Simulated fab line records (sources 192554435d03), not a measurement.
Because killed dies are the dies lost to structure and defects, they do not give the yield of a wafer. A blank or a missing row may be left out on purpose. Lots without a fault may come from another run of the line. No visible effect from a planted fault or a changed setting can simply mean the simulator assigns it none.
The tool behind it: which one?	flow n5_finfet	72 wafers from 24 lots sampled at 6 of the route's 1938 steps

## WHAT EACH GAUGE READ, for each wafer
No reading from a measuring or inspecting step in the record can be judged against a usual standard deviation.

## TOOL THAT RAN EACH LOT (tool first, then ch and the chambers of the sampled wafers, then the start)
lot	N5_GATE_CUT_CMP_43	N5_MOL_CONTACT_COAG_ETCH_106	N5_MOL_CONTACT_COAG_ETCH_110	N5_MOL_CONTACT_COAG_SPUTTER_143	N5_MOL_CONTACT_COAG_PRE_CLEAN_142	N5_MOL_CONTACT_COAG_CMP_23
L074	cmp-04 ch 1,2,3, day 4 17:33	rie_diel-03 ch 0,1,2, day 4 18:53	rie_diel-03 ch 0,1,2, day 4 19:05	pvd_sputter-01, day 4 20:41	pvd_sputter-02, day 4 22:49	cmp-03 ch 0,2,3, day 4 23:10
L075	cmp-04 ch 1,3, day 4 22:53	rie_diel-03 ch 0,1,2, day 5 00:13	rie_diel-03 ch 0,1,2, day 5 00:25	pvd_sputter-03, day 5 02:50	pvd_sputter-03, day 5 05:55	cmp-04 ch 0,1,3, day 5 06:09
L076	cmp-01 ch 1,2,3, day 5 06:25	rie_diel-01 ch 0,1,3, day 5 07:38	rie_diel-01 ch 0,1,3, day 5 07:49	pvd_sputter-02, day 5 10:23	pvd_sputter-01, day 5 13:32	cmp-03 ch 0,1, day 5 13:47
L077	cmp-02 ch 0,3, day 5 09:58	rie_diel-01 ch 0,1,3, day 5 11:11	rie_diel-01 ch 0,1,3, day 5 11:22	pvd_sputter-01, day 5 14:01	pvd_sputter-03, day 5 16:00	cmp-03 ch 1,2, day 5 16:17
L078	cmp-02 ch 2,3, day 5 17:37	rie_diel-03 ch 0,1,2, day 5 18:55	rie_diel-03 ch 0,1,2, day 5 19:07	pvd_sputter-03, day 5 21:56	pvd_sputter-01, day 6 00:21	cmp-01 ch 1,3, day 6 00:37
L079	cmp-04 ch 0,1,3, day 5 20:25	rie_diel-01 ch 0,1,2, day 5 21:45	rie_diel-01 ch 0,1,2, day 5 21:57	pvd_sputter-03, day 6 00:25	pvd_sputter-01, day 6 03:37	cmp-03 ch 0,2, day 6 03:52
L080	cmp-04 ch 0,2,3, day 6 04:50	rie_diel-05 ch 0,3, day 6 06:37	rie_diel-05 ch 0,3, day 6 06:49	pvd_sputter-02, day 6 09:40	pvd_sputter-03, day 6 11:47	cmp-01 ch 0,1,2, day 6 12:02
L081	cmp-04 ch 0,1,2, day 6 10:58	rie_diel-01 ch 0,3, day 6 11:59	rie_diel-01 ch 0,3, day 6 12:11	pvd_sputter-02, day 6 17:50	pvd_sputter-03, day 6 20:07	cmp-03 ch 0,1,2, day 6 20:38
L082	cmp-02 ch 0,1, day 6 16:59	rie_diel-05 ch 0,2, day 6 18:11	rie_diel-05 ch 0,2, day 6 18:23	pvd_sputter-02, day 6 20:12	pvd_sputter-01, day 6 22:42	cmp-01 ch 0,1,2, day 6 22:56
L083	cmp-02 ch 0,2,3, day 6 20:49	rie_diel-01 ch 0,2, day 6 22:00	rie_diel-01 ch 0,2, day 6 22:11	pvd_sputter-02, day 7 00:40	pvd_sputter-03, day 7 02:58	cmp-04 ch 0,3, day 7 03:14
L084	cmp-01 ch 0,2,3, day 7 03:46	rie_diel-01 ch 0,1,2, day 7 05:32	rie_diel-01 ch 0,1,2, day 7 05:43	pvd_sputter-01, day 7 07:08	pvd_sputter-01, day 7 09:19	cmp-01 ch 2,3, day 7 09:35
L085	cmp-02 ch 1,2,3, day 7 08:38	rie_diel-01 ch 1,3, day 7 10:57	rie_diel-01 ch 1,3, day 7 11:09	pvd_sputter-03, day 7 12:44	pvd_sputter-01, day 7 14:31	cmp-03 ch 1,3, day 7 14:47
L086	cmp-04 ch 1,3, day 7 19:02	rie_diel-01 ch 0,1,3, day 7 20:23	rie_diel-01 ch 0,1,3, day 7 20:34	pvd_sputter-03, day 8 06:27	pvd_sputter-03, day 8 08:41	cmp-04 ch 0,1,2, day 8 09:00
L087	cmp-04 ch 1,2, day 8 00:46	rie_diel-03 ch 0,1,2, day 8 01:56	rie_diel-03 ch 0,1,2, day 8 02:07	pvd_sputter-01, day 8 08:06	pvd_sputter-03, day 8 11:20	cmp-03 ch 0,1,2, day 8 11:38
L088	cmp-02 ch 0,1, day 8 04:35	rie_diel-03 ch 0,2, day 8 05:47	rie_diel-03 ch 0,2, day 8 05:59	pvd_sputter-02, day 8 15:37	pvd_sputter-03, day 8 17:23	cmp-03 ch 0,2, day 8 17:37
L089	cmp-04 ch 0,1,3, day 8 09:31	rie_diel-01 ch 2,3, day 8 10:42	rie_diel-01 ch 2,3, day 8 10:54	pvd_sputter-02, day 8 15:27	pvd_sputter-01, day 8 17:22	cmp-01 ch 1,2, day 8 17:38
L090	cmp-01 ch 0,2, day 8 15:10	rie_diel-05 ch 0,2, day 8 16:35	rie_diel-05 ch 0,2, day 8 16:46	pvd_sputter-02, day 8 18:19	pvd_sputter-01, day 8 22:19	cmp-01 ch 0,2, day 8 22:33
L091	cmp-02 ch 0,1,3, day 8 21:04	rie_diel-01 ch 0,1,2, day 8 22:36	rie_diel-01 ch 0,1,2, day 8 22:48	pvd_sputter-01, day 9 02:09	pvd_sputter-02, day 9 04:41	cmp-03 ch 0,2,3, day 9 04:58
L092	cmp-04 ch 0,3, day 9 04:53	rie_diel-01 ch 0,1,2, day 9 06:11	rie_diel-01 ch 0,1,2, day 9 06:22	pvd_sputter-03, day 9 09:28	pvd_sputter-03, day 9 12:41	cmp-01 ch 0,1, day 9 12:56
L093	cmp-01 ch 0,2,3, day 9 15:42	rie_diel-03 ch 0,1, day 9 16:46	rie_diel-03 ch 0,1, day 9 16:57	pvd_sputter-03, day 9 20:37	pvd_sputter-02, day 9 23:49	cmp-04 ch 0,1, day 10 00:05
L094	cmp-01 ch 0,2, day 9 17:03	rie_diel-05 ch 0,2,3, day 9 18:44	rie_diel-05 ch 0,2,3, day 9 18:56	pvd_sputter-01, day 9 21:25	pvd_sputter-03, day 10 00:02	cmp-03 ch 2,3, day 10 00:17
L095	cmp-02 ch 0,2,3, day 10 04:13	rie_diel-01 ch 0,1, day 10 05:48	rie_diel-01 ch 0,1, day 10 05:59	pvd_sputter-03, day 10 08:47	pvd_sputter-01, day 10 11:25	cmp-01 ch 0,3, day 10 11:39
L096	cmp-02 ch 0,1,2, day 10 05:19	rie_diel-05 ch 1,2,3, day 10 06:25	rie_diel-05 ch 1,2,3, day 10 06:37	pvd_sputter-03, day 10 09:59	pvd_sputter-01, day 10 11:55	cmp-03 ch 0,1,2, day 10 12:16
L097	cmp-04 ch 0,3, day 10 12:16	rie_diel-01 ch 0,2, day 10 13:37	rie_diel-01 ch 0,2, day 10 13:49	pvd_sputter-03, day 10 16:04	pvd_sputter-01, day 10 18:55	cmp-04 ch 1,2,3, day 10 19:13
- N5_GATE_CUT_CMP_43: polishes SiO2.
- N5_MOL_CONTACT_COAG_ETCH_106: etches SOC in N2/H2, target depth 80 nm, overetch 16 nm, time 120 s.
- N5_MOL_CONTACT_COAG_ETCH_110: etches Si in CF4/O2, target depth 2.5 nm, time 8 s.
- N5_MOL_CONTACT_COAG_SPUTTER_143: material Co, target thk 2.5 nm.
- N5_MOL_CONTACT_COAG_PRE_CLEAN_142: time 60 s.
- N5_MOL_CONTACT_COAG_CMP_23: polishes, stops on SiO2, t overpolish 1.5 s, target thk 0 nm.

## AS READ BY THE TOOLS THEMSELVES (means over the sampled wafers that have a number; for cases with no such wafer, the mark the record gives instead)
N5_GATE_CUT_CMP_43.
lot	tool	motor_current_A (A)	slurry_filter_dp_kPa (kPa)
L074	cmp-04	11.1	13.50
L075	cmp-04	11.6	13.54
L076	cmp-01	12.4	13.45
L077	cmp-02	13.1	13.51
L078	cmp-02	12.6	13.58
L079	cmp-04	10.6	13.46
L080	cmp-04	10.4	13.64
L081	cmp-04	11.6	13.50
L082	cmp-02	12.6	13.61
L083	cmp-02	13.0	13.52
L084	cmp-01	12.9	13.54
L085	cmp-02	12.3	13.48
L086	cmp-04	10.4	13.55
L087	cmp-04	12.2	13.62
L088	cmp-02	12.3	13.37
L089	cmp-04	10.6	13.38
L090	cmp-01	12.9	13.41
L091	cmp-02	12.5	13.41
L092	cmp-04	9.4	13.52
L093	cmp-01	13.0	13.43
L094	cmp-01	13.2	13.46
L095	cmp-02	13.1	13.43
L096	cmp-02	12.2	13.46
L097	cmp-04	9.5	13.62

N5_MOL_CONTACT_COAG_ETCH_106.
lot	tool	drypump_motor_current_A (A)	oes_product_au (a.u.)	rf_vpp_V (V)	showerhead_plenum_p_Torr (Torr)	temp_c (C)	throttle_valve_pct (%)
L074	rie_diel-03	5.8	0.63	523.3	2.56	39.90	17.89
L075	rie_diel-03	5.8	0.64	524.8	2.55	40.01	17.89
L076	rie_diel-01	5.7	0.74	525.1	2.56	39.97	17.91
L077	rie_diel-01	5.6	0.74	524.9	2.56	40.00	17.90
L078	rie_diel-03	5.8	0.63	524.1	2.55	39.96	17.90
L079	rie_diel-01	5.6	0.80	526.3	2.63	39.93	17.63
L080	rie_diel-05	6.1	0.64	519.8	2.40	40.00	17.77
L081	rie_diel-01	5.5	0.66	522.3	2.49	40.01	18.22
L082	rie_diel-05	6.1	0.64	522.0	2.48	40.11	17.85
L083	rie_diel-01	5.3	0.75	528.0	2.65	40.09	17.68
L084	rie_diel-01	5.6	0.78	526.4	2.62	39.97	17.64
L085	rie_diel-01	5.8	0.85	528.6	2.68	40.16	17.90
L086	rie_diel-01	5.6	0.78	527.2	2.66	39.97	17.79
L087	rie_diel-03	5.8	0.61	523.5	2.54	40.03	17.95
L088	rie_diel-03	5.9	0.62	525.8	2.58	39.98	18.03
L089	rie_diel-01	5.6	0.81	526.3	2.63	40.10	17.79
L090	rie_diel-05	6.1	0.65	524.2	2.56	40.00	17.92
L091	rie_diel-01	5.6	0.75	525.1	2.61	40.03	17.68
L092	rie_diel-01	5.6	0.75	526.0	2.61	40.05	17.67
L093	rie_diel-03	6.2	0.72	525.5	2.58	39.96	17.78
L094	rie_diel-05	6.1	0.64	522.5	2.47	39.96	17.86
L095	rie_diel-01	5.8	0.74	526.4	2.61	39.98	17.67
L096	rie_diel-05	5.9	0.63	523.0	2.50	40.11	17.91
L097	rie_diel-01	5.4	0.74	525.7	2.61	39.98	17.70

N5_MOL_CONTACT_COAG_ETCH_110.
lot	tool	drypump_motor_current_A (A)	oes_product_au (a.u.)	rf_vpp_V (V)	showerhead_plenum_p_Torr (Torr)	throttle_valve_pct (%)
L074	rie_diel-03	5.8	0.70	127.4	2.25	10.9
L075	rie_diel-03	5.8	0.70	127.7	2.24	11.0
L076	rie_diel-01	5.7	0.82	128.1	2.24	10.8
L077	rie_diel-01	5.7	0.82	128.9	2.24	10.8
L078	rie_diel-03	5.8	0.70	127.6	2.24	11.0
L079	rie_diel-01	5.6	0.89	130.3	2.29	10.4
L080	rie_diel-05	6.1	0.71	123.5	2.11	10.9
L081	rie_diel-01	5.5	0.72	125.7	2.19	11.2
L082	rie_diel-05	6.1	0.72	125.5	2.17	10.9
L083	rie_diel-01	5.2	0.83	130.4	2.31	10.6
L084	rie_diel-01	5.6	0.87	131.2	2.28	10.5
L085	rie_diel-01	5.8	0.96	127.2	2.34	10.6
L086	rie_diel-01	5.6	0.88	128.6	2.32	10.6
L087	rie_diel-03	5.8	0.68	127.3	2.23	11.1
L088	rie_diel-03	5.8	0.69	128.4	2.27	11.1
L089	rie_diel-01	5.6	0.90	129.2	2.30	10.6
L090	rie_diel-05	6.1	0.72	128.3	2.24	11.0
L091	rie_diel-01	5.6	0.84	130.0	2.28	10.5
L092	rie_diel-01	5.6	0.83	130.4	2.28	10.5
L093	rie_diel-03	6.2	0.79	128.3	2.26	10.8
L094	rie_diel-05	6.1	0.72	125.5	2.17	10.9
L095	rie_diel-01	5.8	0.84	130.2	2.27	10.5
L096	rie_diel-05	5.9	0.70	125.1	2.20	11.0
L097	rie_diel-01	5.4	0.82	131.0	2.27	10.6

N5_MOL_CONTACT_COAG_SPUTTER_143.
lot	tool	chamber_pressure_pa (Pa)	throttle_valve_pct (%)
L074	pvd_sputter-01	0.2000	31.5
L075	pvd_sputter-03	0.1995	29.5
L076	pvd_sputter-02	0.2001	30.4
L077	pvd_sputter-01	0.2000	31.6
L078	pvd_sputter-03	0.2000	28.5
L079	pvd_sputter-03	0.1996	29.4
L080	pvd_sputter-02	0.2001	30.2
L081	pvd_sputter-02	0.2001	30.6
L082	pvd_sputter-02	0.2002	30.7
L083	pvd_sputter-02	0.2004	30.4
L084	pvd_sputter-01	0.2004	31.0
L085	pvd_sputter-03	0.1997	29.4
L086	pvd_sputter-03	0.1996	29.7
L087	pvd_sputter-01	0.1999	31.7
L088	pvd_sputter-02	0.2003	30.7
L089	pvd_sputter-02	0.1998	30.9
L090	pvd_sputter-02	0.1994	30.6
L091	pvd_sputter-01	0.1996	31.6
L092	pvd_sputter-03	0.1998	29.4
L093	pvd_sputter-03	0.2000	29.4
L094	pvd_sputter-01	0.1999	32.1
L095	pvd_sputter-03	0.2000	29.4
L096	pvd_sputter-03	0.1999	29.1
L097	pvd_sputter-03	0.1995	29.0

N5_MOL_CONTACT_COAG_PRE_CLEAN_142.
lot	tool	heater_power_w (W)
L074	pvd_sputter-02	459
L075	pvd_sputter-03	521
L076	pvd_sputter-01	441
L077	pvd_sputter-03	463
L078	pvd_sputter-01	453
L079	pvd_sputter-01	442
L080	pvd_sputter-03	467
L081	pvd_sputter-03	468
L082	pvd_sputter-01	444
L083	pvd_sputter-03	508
L084	pvd_sputter-01	441
L085	pvd_sputter-01	449
L086	pvd_sputter-03	506
L087	pvd_sputter-03	480
L088	pvd_sputter-03	482
L089	pvd_sputter-01	436
L090	pvd_sputter-01	460
L091	pvd_sputter-02	443
L092	pvd_sputter-03	475
L093	pvd_sputter-02	440
L094	pvd_sputter-03	471
L095	pvd_sputter-01	442
L096	pvd_sputter-01	440
L097	pvd_sputter-01	449

N5_MOL_CONTACT_COAG_CMP_23.
lot	tool	motor_current_A (A)	overpolish_run_s (s)	slurry_filter_dp_kPa (kPa)	time_to_endpoint_s (s)
L074	cmp-03	8.0	1.503	13.43	9.8
L075	cmp-04	7.0	1.495	13.52	7.4
L076	cmp-03	6.4	1.504	13.53	10.6
L077	cmp-03	6.6	1.507	13.53	10.3
L078	cmp-01	8.1	1.496	13.52	8.9
L079	cmp-03	7.3	1.501	13.51	9.8
L080	cmp-01	8.3	1.496	13.39	7.5
L081	cmp-03	6.8	1.511	13.57	9.6
L082	cmp-01	8.4	1.502	13.57	10.4
L083	cmp-04	6.2	1.504	13.50	8.3
L084	cmp-01	8.5	1.492	13.40	11.2
L085	cmp-03	7.2	1.499	13.51	6.2
L086	cmp-04	7.6	1.505	13.53	9.4
L087	cmp-03	6.9	1.502	13.55	9.3
L088	cmp-03	7.2	1.506	13.45	9.8
L089	cmp-01	8.6	1.503	13.60	9.7
L090	cmp-01	8.5	1.499	13.69	12.8
L091	cmp-03	7.7	1.497	13.30	9.6
L092	cmp-01	8.0	1.499	13.66	10.4
L093	cmp-04	7.5	1.516	13.36	9.4
L094	cmp-03	8.6	1.497	13.51	7.2
L095	cmp-01	8.7	1.496	13.51	13.5
L096	cmp-03	6.9	1.496	13.60	10.2
L097	cmp-04	7.5	1.502	13.58	13.5

## THE ANSWER, worked out from the rows above alone
Rule: usual is defined by the lots themselves. The widest of any qualifying gaps counts: lots, ordered by their means at a reading, are off when they make up no more than a third of the lots, leave a main group of 4 or more, and stand apart from it by 3 or more times the standard deviation of that group's means. If all means in a main group match to the digits the tables above print for the reading, that group is not used. A lot without any number at a reading at which 4 lots or more have one is off too. Where the step has rows for the other lots, those lots are counted as sound. Order of review: gauges by route order, followed by the tools' own readings, for which a lot's mean as printed above is used. The first step at which some lot is off is used, and at that step the reading that is off furthest; a lot without a number counts as furthest.
Across all readings shown, no lot is off: no conclusion can be drawn from this.

## WHAT WAS PUT IN BY THE SIMULATOR
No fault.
